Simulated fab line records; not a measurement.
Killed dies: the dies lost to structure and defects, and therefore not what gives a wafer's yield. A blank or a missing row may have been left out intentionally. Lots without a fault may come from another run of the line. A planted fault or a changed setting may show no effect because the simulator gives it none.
Which tool did it? ; flow n5-finfet ; 18 wafers from 6 lots sampled at 3 of the route's 1938 steps

## WHAT THE GAUGES READ, wafer by wafer
N5_PASSIVATION_CD_MEAS_10: the cd target is 3000 nm.
lot;measured;on;cd-nm (nm)
L399;day 12 03:53;cd-sem-01;3001.8 2998.0 3005.0
L402;day 12 13:14;cd-sem-01;3000.4 2998.1 3000.1
L404;day 13 09:29;cd-sem-02;2998.9 2998.1 3001.2
L406;day 13 18:45;cd-sem-02;3000.8 3005.1 3000.3
L410;day 15 17:26;cd-sem-02;2999.8 2999.3 2999.4
L416;day 16 23:01;cd-sem-01;3001.6 3000.7 2999.8

## WHICH TOOL RAN EACH LOT (tool, then ch and the chambers of the sampled wafers, then the start)
lot;N5_BEOL_M2_SPUTTER_48;N5_MIM_BOT_ETCH_ETCH_00
L399;pvd-sputter-01, day 7 00:56;rie-metal-02 ch 0,1, day 12 02:40
L402;pvd-sputter-03, day 7 21:35;rie-metal-01 ch 0,1, day 12 12:14
L404;pvd-sputter-02, day 8 15:08;rie-metal-02 ch 0,1, day 13 08:22
L406;pvd-sputter-01, day 8 17:57;rie-metal-03 ch 0,1, day 13 16:52
L410;pvd-sputter-01, day 10 20:41;rie-metal-01 ch 0, day 15 14:51
L416;pvd-sputter-01, day 11 20:11;rie-metal-03 ch 0,1, day 16 21:25
- N5_BEOL_M2_SPUTTER_48: material Cu, target thk 4.5 nm, time 8.29 s.
- N5_MIM_BOT_ETCH_ETCH_00: etches TiN in Cl2/BCl3, target depth 45.5 nm.

## THE ANSWER, worked out from the rows above alone
Rule: the usual values come from the lots themselves. Put in order of their means at a reading, lots are off if they are a third of the lots or fewer, leave a main group of 4 or more, and stand apart from it by a gap of 3 or more times the standard deviation of the main group's means; of several such gaps the widest counts. A main group is skipped when, at the precision printed for the reading in the tables above, its means are all equal. A lot without any number at a reading at which 4 lots or more have one is off too. The other lots that the step has rows for count as sound.
None of the lots is off at any reading shown; this tells nothing.

## WHAT HAD BEEN PUT IN BY THE SIMULATOR
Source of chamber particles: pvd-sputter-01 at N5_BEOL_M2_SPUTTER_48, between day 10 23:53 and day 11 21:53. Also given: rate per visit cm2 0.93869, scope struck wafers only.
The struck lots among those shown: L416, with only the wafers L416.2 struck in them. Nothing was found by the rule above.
